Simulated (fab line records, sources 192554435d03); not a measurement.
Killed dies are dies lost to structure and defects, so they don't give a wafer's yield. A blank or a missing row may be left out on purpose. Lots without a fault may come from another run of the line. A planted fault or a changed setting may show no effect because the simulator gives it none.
fab line records | flow n5_finfet
record lots=6 wafers=16 last_day=17
route steps=1938 shown BEOL_M13@1693
lots that met no fault: from a run of the same line without faults
start_h: hours from the record's first day to the start of the lot's first wafer shown | wait_h: hours since the lot's step before | " the same as in the row above | L1.1+2: a row that stands for several wafers | - no value, or no start given | * or withheld: withheld | < > ~ a bound
route shown NAME@n: a module of which the file shows steps, and the number in the route of the first | usual: mean/standard deviation of fault-free wafers | same: alike in all rows | chamber/n: place in a boat | sites: the reading at each site | _std_site: their standard deviation | _edge_site: outer sites' mean less inner sites' | radius_mm: how far each site lies from the wafer's centre | mask NAME#n: copy n | behind: the tool/chamber that last shaped the wafer | hold: why the lot was held/for how many hours/how that ended | device: the transistor (n, p or np) that didn't switch | end of line: the same wafers' tests at the end of the route | a step without rows: its recipe alone | killed: dies lost to structure and defects at the first sort, not the wafer's yield | map: a wafer's dies, x killed, . not, _ none there
set.NAME: the setting as run; set.NAME@STEP: as run at that earlier step | model.NAME: the simulator's own value behind a step, which no gauge read
lots at some steps of the route; a table a step, a row a wafer
services: from which hour (start_h, from the record's first day; less than 0 if before it) a tool's chamber was out of use, for how many hours, and why
## steps
# step N5_BEOL_M13_ETCH_67
# recipe chemistry=CF4 target=SiARC target_depth_a=1430 time_s=238.3 ion_energy_ev=80 pressure_mtorr=40 source_w=545 bias_w=36 Ar_flow_sccm=100 cf4_flow_sccm=100 ends=cleared
# step N5_BEOL_M13_ETCH_68
# recipe chemistry=N2/H2 target=SOC mask_material=SiARC source_w=3000 bias_w=350 temp_c=40 time_s=355 ion_energy_ev=200 pressure_mtorr=30 n2_flow_sccm=200 h2_flow_sccm=200
# usual drypump_motor_current_A=5.8/0.62 h2_flow_sccm=199.9/0.57 n2_flow_sccm=200.1/0.6 oes_product_au=0.82/0.094 rf_vpp_V=524.4/3 showerhead_plenum_p_Torr=2.56/0.099 throttle_valve_pct=17.69/0.2
# columns lot.wafer tool chamber start_h wait_h drypump_motor_current_A h2_flow_sccm n2_flow_sccm oes_product_au rf_hours_counter_h rf_vpp_V showerhead_plenum_p_Torr throttle_valve_pct
L643.2 rie_diel-04 1 296.30 0.1 5.4 199.9 200.1 0.88 43 525.3 2.58 17.61
L643.3 " 2 " " 6.1 200.3 200.5 0.96 10 522.1 2.50 17.60
L643.4 " 1 " " 5.4 200.2 201.3 0.87 - 524.5 2.58 17.61
L646.1 rie_diel-04 1 324.95 0.1 5.4 199.3 200.2 0.86 54 526.2 2.57 17.62
L646.3 " 2 " " 6.1 200.6 201.3 0.92 21 522.6 2.49 17.62
L646.5 " 3 " " 6.8 200.2 199.9 0.99 - 528.3 2.71 17.20
L648.3 rie_diel-01 0 327.73 0.1 5.9 199.2 199.7 0.86 68 529.1 2.68 17.52
L648.4 " 3 " " 6.2 200.3 201.0 0.75 150 519.7 2.44 17.64
L648.5 " 2 " " 6.6 199.7 200.0 0.87 - 522.9 2.48 17.79
L654.2 rie_diel-01 2 362.65 0.1 6.6 199.4 200.4 0.86 46 523.4 2.48 17.81
L654.3 " 0 " " 5.9 199.3 199.3 0.85 77 527.0 2.68 17.54
L654.5 " 3 " " 6.2 200.0 200.1 0.74 - 521.3 2.43 17.67
L655.2 rie_diel-04 0 363.89 0.1 5.4 199.4 199.8 0.71 220 526.2 2.62 18.09
L655.5 " 3 " " 6.8 199.5 200.8 0.93 - 529.4 2.71 17.23
L657.2 rie_diel-03 3 383.44 0.1 6.4 200.1 200.4 0.82 80 528.3 2.67 17.50
L657.6 " 1 " " 6.1 200.8 199.5 0.68 - 525.3 2.63 17.91
# step N5_BEOL_M13_STRIP_69
# recipe chemistry=N2/H2 temp_c=40 n2_flow_sccm=200 h2_flow_sccm=200 rf_frequency_hz=6e+07
# step N5_BEOL_M13_TRENCH_ETCH_34
# recipe chemistry=C4F8/O2/Ar target=SiOC target_depth_a=4134.7 mask_material=SOC pressure_mtorr=30 source_w=3000 bias_w=700 Ar_flow_sccm=400 C4F8_flow_sccm=15 O2_flow_sccm=8 he_inner_torr=15 he_outer_torr=30 time_s=162.6 ion_energy_ev=250
# step N5_BEOL_M13_STRIP_70
# recipe chemistry=C4F8/O2/Ar resist=SiARC rf_frequency_hz=6e+07
# step N5_BEOL_M13_OCD_MEAS_35
# usual trench_depth_nm=416/5
# columns lot.wafer tool chamber start_h wait_h trench_depth_nm
L643.2 ocd-02 - 296.70 0.0 417
L643.3 " - " " 414
L643.4 " - " " 417
L646.1 ocd-01 - 325.34 0.0 421
L646.3 " - " " 419
L646.5 " - " " 422
L648.3 ocd-02 - 328.13 0.0 418
L648.4 " - " " 415
L648.5 " - " " 413
L654.2 ocd-01 - 363.04 0.0 421
L654.3 " - " " 423
L654.5 " - " " 418
L655.2 ocd-02 - 364.28 0.0 414
L655.5 " - " " 420
L657.2 ocd-02 - 383.83 0.0 416
L657.6 " - " " 407
# step N5_BEOL_M13_STRIP_37
# recipe chemistry=N2/H2 power_w=1000 temp_c=250 h2_frac=0.65 overash_fraction=0.3 pressure_mtorr=withheld n2_flow_sccm=1750 h2_flow_sccm=3250
# usual drypump_motor_current_A=5.49/0.18 h2_flow_sccm=3249/9.2 heater_power_w=353/22 n2_flow_sccm=1750/5 oes_product_au=0.784/0.012
# columns lot.wafer tool chamber start_h wait_h drypump_motor_current_A h2_flow_sccm heater_power_w n2_flow_sccm oes_product_au rf_hours_counter_h
L643.2 plasma_asher-01 1 296.74 0.0 5.25 3250 328 1754 0.781 131
L643.3 " 0 " " 5.59 3250 375 1737 0.787 -
L643.4 " 1 " " 5.28 3241 343 1753 0.789 -
L646.1 plasma_asher-02 0 325.38 0.0 5.72 3248 373 1752 0.772 88
L646.3 " 1 " " 5.44 3252 336 1749 0.766 -
L646.5 " 0 " " 5.75 3251 380 1754 0.785 -
L648.3 plasma_asher-01 1 328.18 0.1 5.27 3238 332 1752 0.772 -
L648.4 " 0 " " 5.52 3253 376 1750 0.782 -
L648.5 " 1 " " 5.26 3236 339 1746 0.793 -
L654.2 plasma_asher-01 0 363.08 0.0 5.58 3254 372 1751 0.798 145
L654.3 " 0 " " 5.57 3254 372 1744 0.783 -
L654.5 " 0 " " 5.64 3246 379 1740 0.804 -
L655.2 plasma_asher-02 0 364.32 0.0 5.73 3247 378 1750 0.786 96
L655.5 " 0 " " 5.74 3244 377 1751 0.790 -
L657.2 plasma_asher-02 0 383.87 0.0 5.74 3254 357 1752 0.771 100
L657.6 " 0 " " 5.74 3261 381 1754 0.793 -
# step N5_BEOL_M13_ETCH_38
# recipe chemistry=CF4/N2 target=SiCN target_depth_a=675 taper_deg=2 time_s=71.9 ion_energy_ev=150 mask_material=SiO2 pressure_mtorr=40 source_w=430 bias_w=70 Ar_flow_sccm=100 cf4_flow_sccm=60 n2_flow_sccm=60
# usual drypump_motor_current_A=5.8/0.63 n2_flow_sccm=59.98/0.17 oes_product_au=0.83/0.091 rf_vpp_V=382.7/2.1 showerhead_plenum_p_Torr=2.22/0.078 throttle_valve_pct=15.37/0.17
# columns lot.wafer tool chamber start_h wait_h drypump_motor_current_A n2_flow_sccm oes_product_au rf_hours_counter_h rf_vpp_V showerhead_plenum_p_Torr throttle_valve_pct
L643.2 rie_diel-03 1 299.67 - 6.1 59.93 0.71 181 382.9 2.28 15.61
L643.3 " 3 " " 6.5 59.89 0.84 50 384.3 2.33 15.15
L643.4 " 2 " " 5.5 59.94 0.70 - 380.8 2.18 15.67
L646.1 rie_diel-01 3 325.64 - 6.2 60.01 0.74 149 380.2 2.12 15.33
L646.3 " 1 " " 4.7 59.80 0.87 43 382.6 2.25 15.40
L646.5 " 3 " " 6.2 59.93 0.74 - 380.1 2.12 15.35
L648.3 rie_diel-04 2 330.39 - 6.1 59.88 0.92 24 384.2 2.16 15.23
L648.4 " 3 " " 6.8 59.71 0.98 3 386.8 2.35 14.96
L648.5 " 3 " " 6.7 59.97 0.99 - 386.2 2.35 14.96
L654.2 rie_diel-01 2 363.54 - 6.5 59.91 0.87 47 379.9 2.15 15.42
L654.3 " 0 " " 5.9 59.71 0.86 77 385.3 2.32 15.22
L654.5 " 0 " " 5.8 59.71 0.85 - 385.9 2.32 15.24
L655.2 rie_diel-01 0 367.29 - 5.9 59.69 0.85 79 384.7 2.32 15.25
L655.5 " 3 " " 6.2 59.95 0.72 - 380.3 2.11 15.36
L657.2 rie_diel-01 1 384.91 - 4.7 59.86 0.86 60 381.7 2.24 15.43
L657.6 " 1 " " 4.7 60.09 0.85 - 384.1 2.24 15.43
# step N5_BEOL_M13_PRECLEAN_39
# recipe chemistry=residue_remover time_s=60 temp_c=40
# step N5_BEOL_M13_SRD_40
# recipe time_s=30 temp_c=23 rinse_liquid=diw dry=n2_spin spin_rpm=1500 dry_time_s=30
# step N5_BEOL_M13_DEGAS_41
# recipe ambient=vacuum temp_c=250 time_s=60
# step N5_BEOL_M13_PRE_CLEAN_42
# recipe gas=H2/He time_s=30 temp_c=250
# usual heater_power_w=316/29
# columns lot.wafer tool chamber start_h wait_h heater_power_w
L643.2 pvd_sputter-03 - 300.07 0.0 290
L643.3 " - " " 316
L643.4 " - " " 292
L646.1 pvd_sputter-01 - 325.94 0.0 313
L646.3 " - " " 356
L646.5 " - " " 346
L648.3 pvd_sputter-02 - 331.28 0.0 330
L648.4 " - " " 327
L648.5 " - " " 292
L654.2 pvd_sputter-02 - 363.97 0.0 370
L654.3 " - " " 323
L654.5 " - " " 379
L655.2 pvd_sputter-03 - 368.17 0.0 293
L655.5 " - " " 312
L657.2 pvd_sputter-03 - 385.59 0.0 288
L657.6 " - " " 337
# step N5_BEOL_M13_SPUTTER_43
# recipe material=TaN target_thk_a=150 temp_c=50 bias_v=168.6 power_w=15000 chamber_pressure_pa=0.12 time_s=24.19
# usual throttle_valve_pct=29.8/0.78
# columns lot.wafer tool chamber start_h wait_h throttle_valve_pct model.TaN_of_BEOL_M13_SPUTTER_43.thk_nm
L643.2 pvd_sputter-03 - 300.11 0.0 29.6 15.2
L643.3 " - " " 30.6 15.4
L643.4 " - " " 30.2 15.2
L646.1 pvd_sputter-01 - 325.98 0.0 30.7 14.8
L646.3 " - " " 30.1 14.6
L646.5 " - " " 29.7 14.6
L648.3 pvd_sputter-02 - 331.32 0.0 28.7 15.2
L648.4 " - " " 29.1 15.2
L648.5 " - " " 28.9 15
L654.2 pvd_sputter-02 - 364.01 0.0 28.5 14.8
L654.3 " - " " 29.6 14.8
L654.5 " - " " 29.0 14.6
L655.2 pvd_sputter-03 - 368.21 0.0 29.8 15
L655.5 " - " " 30.3 16.2
L657.2 pvd_sputter-03 - 385.63 0.0 29.8 15.4
L657.6 " - " " 30.8 16.4
# step N5_BEOL_M13_SPUTTER_44
# recipe material=Ta target_thk_a=100 temp_c=50 bias_v=80 power_w=15000 chamber_pressure_pa=0.07 time_s=16.13
# usual throttle_valve_pct=29.8/0.78
# columns lot.wafer tool chamber start_h wait_h throttle_valve_pct
L643.2 pvd_sputter-03 - 300.19 0.0 29.6
L643.3 " - " " 30.8
L643.4 " - " " 29.9
L646.1 pvd_sputter-01 - 326.06 0.0 30.5
L646.3 " - " " 30.4
L646.5 " - " " 30.1
L648.3 pvd_sputter-02 - 331.40 0.0 29.0
L648.4 " - " " 29.2
L648.5 " - " " 28.6
L654.2 pvd_sputter-02 - 364.09 0.0 29.0
L654.3 " - " " 29.8
L654.5 " - " " 28.8
L655.2 pvd_sputter-03 - 368.29 0.0 29.7
L655.5 " - " " 30.3
L657.2 pvd_sputter-03 - 385.71 0.0 29.8
L657.6 " - " " 31.0
# step N5_BEOL_M13_SPUTTER_45
# recipe material=Cu target_thk_a=800 temp_c=-20 bias_v=60 power_w=26000 chamber_pressure_pa=0.13 time_s=13.33
# step N5_BEOL_M13_ECD_47
# recipe material=Cu target_thk_a=9360
# step N5_BEOL_M13_ANNEAL_48
# recipe temp_c=225 time_s=90 ambient=N2
# step N5_BEOL_M13_CMP_49
# recipe stop_on=SiOC t_overpolish_s=17.1 down_force_psi=1 platen_rpm=50 clearing_platen_down_force_psi=1.5 clearing_platen_rpm=50 post_cmp_clean=cu_alkaline target_thk_nm=420 clearing_platen_pad_velocity_m_s=0.99484 pad_velocity_m_s=0.99484
# usual barrier_field_endpoint_s=30.1/0.64 motor_current_A=6.0/0.72
# columns lot.wafer tool chamber start_h wait_h barrier_field_endpoint_s motor_current_A
L643.3 cmp-01 1 300.92 0.2 30.5 5.4
L643.2 " 3 " " 30.0 5.6
L643.4 " 0 " " 30.1 6.4
L646.3 cmp-04 0 326.71 0.2 30.9 5.9
L646.1 " 3 " " 30.9 6.0
L646.5 " 0 " " 30.3 5.7
L648.3 cmp-04 1 332.15 0.2 31.1 6.1
L648.4 " 2 " " 30.8 6.3
L648.5 " 0 " " 30.6 5.7
L654.3 cmp-04 1 365.29 0.2 29.8 6.1
L654.2 " 2 " " 29.6 6.2
L654.5 " 1 " " 29.5 6.2
L655.2 cmp-04 0 369.14 0.2 30.2 5.8
L655.5 " 3 " " 32.6 6.0
L657.2 cmp-02 0 387.36 0.3 29.8 4.8
L657.6 " 3 " " 32.9 6.4
# step N5_BEOL_M13_THK_MEAS_50
# recipe thk_meas_gauge=xrf reads=Cu_of_BEOL_M13_ECD_47
# usual M13_THK=413/6.2
# columns lot.wafer tool chamber start_h wait_h M13_THK[nm]
L643.2 film_metro-01 - 301.22 - 406
L643.3 " - " " 403
L643.4 " - " " 405
L646.1 film_metro-01 - 327.01 - 414
L646.3 " - " " 413
L646.5 " - " " 416
L648.3 film_metro-02 - 332.41 - 413
L648.4 " - " " 409
L648.5 " - " " 406
L654.2 film_metro-02 - 365.58 - 415
L654.3 " - " " 419
L654.5 " - " " 414
L655.2 film_metro-01 - 369.39 - 413
L655.5 " - " " 415
L657.2 film_metro-02 - 387.58 - 413
L657.6 " - " " 404
## services
# columns tool chamber start_h hours kind
cmp-02 - 275.49 1.8 repair
rie_diel-01 3 284.47 7.4 repair
cmp-04 - 292.04 4.0 pm
rie_diel-04 3 295.36 - clean
rie_diel-04 3 295.36 - consumable_replace:focus_ring
rie_diel-04 3 295.36 - consumable_replace:showerhead
rie_diel-04 3 295.36 27.3 scheduled_down
rie_diel-04 3 295.36 27.3 vent_cycle
cmp-04 - 296.04 - consumable_replace:conditioner
cmp-04 - 296.04 - consumable_replace:pad
cmp-01 - 303.96 3.1 repair
cmp-01 - 316.49 4.0 pm
cmp-01 - 325.97 1.0 repair
cmp-02 - 341.26 5.8 pm
pvd_sputter-01 - 352.67 1.6 repair
cmp-04 - 352.73 5.7 pm
cmp-02 - 357.16 3.5 repair
cmp-04 - 361.04 1.5 repair
cmp-02 - 363.14 3.4 repair
cmp-01 - 371.51 1.4 repair
cmp-04 - 371.75 3.4 repair
rie_diel-03 2 372.84 - clean
rie_diel-03 2 372.84 - consumable_replace:focus_ring
plasma_asher-01 - 377.70 15.6 pm
## key
first_sign step=N5_BEOL_M13_CMP_49 reading=barrier_field_endpoint_s direction=up sigmas=4.2 usual=30.1 struck=32.8
effect none on later readings
model_effect step=N5_BEOL_M13_SPUTTER_43 value=TaN_of_BEOL_M13_SPUTTER_43.thk_nm without=15.1 struck=16.3
met_at N5_BEOL_M13_SPUTTER_43
struck_wafers L655.5,L657.6
onset_between 300.11 368.21
fault kind=process_parameter_drift tool=pvd_sputter-03 chamber=- onset_h=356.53 steps=N5_BEOL_M13_SPUTTER_43 channel=time_s offset=* shape=step end_h=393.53 scope=struck_wafers_only acts_in=* stated=*
